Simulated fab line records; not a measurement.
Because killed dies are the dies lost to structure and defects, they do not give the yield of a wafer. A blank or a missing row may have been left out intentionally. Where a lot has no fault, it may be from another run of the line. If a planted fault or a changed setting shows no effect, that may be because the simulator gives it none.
8D (eight disciplines) problem report, filled in by code / flow nand harc / the parts of the form that need people (team, actions taken, sign-off) are left out

1. WHAT WENT WRONG
Wafers without a fault read 47, standard deviation 18; killed at array at NHARC_END_SORT_01 reads a mean of 134 on 2 wafers belonging to 2 lots. That is +4.8 standard deviations from the usual mean.
Seen first at day 33 13:34 on prober-01, wafer L720.1. The record holds 2 wafers of 2 lots with a number at this step. Rule for "out", or "out of limits": more than 4 standard deviations from the usual mean. The rest of the wafers with a number are treated as sound.

2. WHAT IT IS, WHAT IT ISN'T
question=which readings at this step; is=killed at array, killed dies; is not=killed at other, killed at periphery, killed short
question=which lots; is=L720, L723; is not=-
question=which wafers of those lots; is=all that have a number; is not=-
question=read on which gauges; is=prober-01; is not=-
question=when; is=from day 33 13:34; is not=up to then (0 sound wafers)

3. WHAT RULES OUT EACH SUSPECT
Counting: any tool at a process step up to the reading is kept as a suspect provided that every lot that is out went through it and no sound lot did after the first of them.
- the gauge at NHARC_END_SORT_01: kept. All the wafers that are out were read on prober-01, and no step on other tools shows them out.
- wet bench-06 at NHARC_A_STAIRCASE_PRECLEAN_318 (cleans in SC1): kept. It ran every lot that is out, first L720 (day 25 02:49), and no sound lot after that.
- ald hk-01 at NHARC_A_STAIRCASE_ALD_415 (deposits SiO2, target thk 30 nm, pulse time 6 s, ald cycles 300): kept. It ran every lot that is out, first L720 (day 25 03:44), and no sound lot after that.
Left after counting: wet bench-06 at NHARC_A_STAIRCASE_PRECLEAN_318, ald hk-01 at NHARC_A_STAIRCASE_ALD_415, prober-01 at NHARC_END_SORT_01.

4. THE CAUSE (what the simulator had put in)
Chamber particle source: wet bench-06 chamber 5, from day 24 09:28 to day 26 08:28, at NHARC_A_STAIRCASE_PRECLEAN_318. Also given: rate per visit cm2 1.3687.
3 suspects survive the count, and this tool is in that group.

5. THE CHAIN OF EFFECTS, in route order
Each row: a reading whose mean over the struck wafers that have a number lies more than 3 standard deviations from the usual. Readings are gone through only where the record gives a usual standard deviation; hours: the median, over the lots, of the time from a lot's start at the first step in this table giving one to that lot's start at this step; sigmas: the change measured in usual standard deviations.
hours=0; step=NHARC_END_SORT_01; reading=killed at array; usual=47; on struck wafers=134; change=+87; sigmas=+4.8
hours=0; step=NHARC_END_SORT_01; reading=killed dies; usual=52; on struck wafers=138; change=+86; sigmas=+4.8

6. WHAT WOULD HAVE CAUGHT IT SOONER
220 hours passed between the start of the fault at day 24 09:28 and the first reading out of limits at a measuring or inspecting step in this record, taken at day 33 13:34.
No tool reading at NHARC_A_STAIRCASE_PRECLEAN_318 that has a usual standard deviation in the record was out on any struck wafer, so an alarm limit of 4 standard deviations on those readings would not have fired.
By day 33 13:34 the whole set of lots that are out, 2 in number, had already begun NHARC_A_STAIRCASE_PRECLEAN_318 on wet bench-06. None of them would have been spared by holding the tool at that moment.
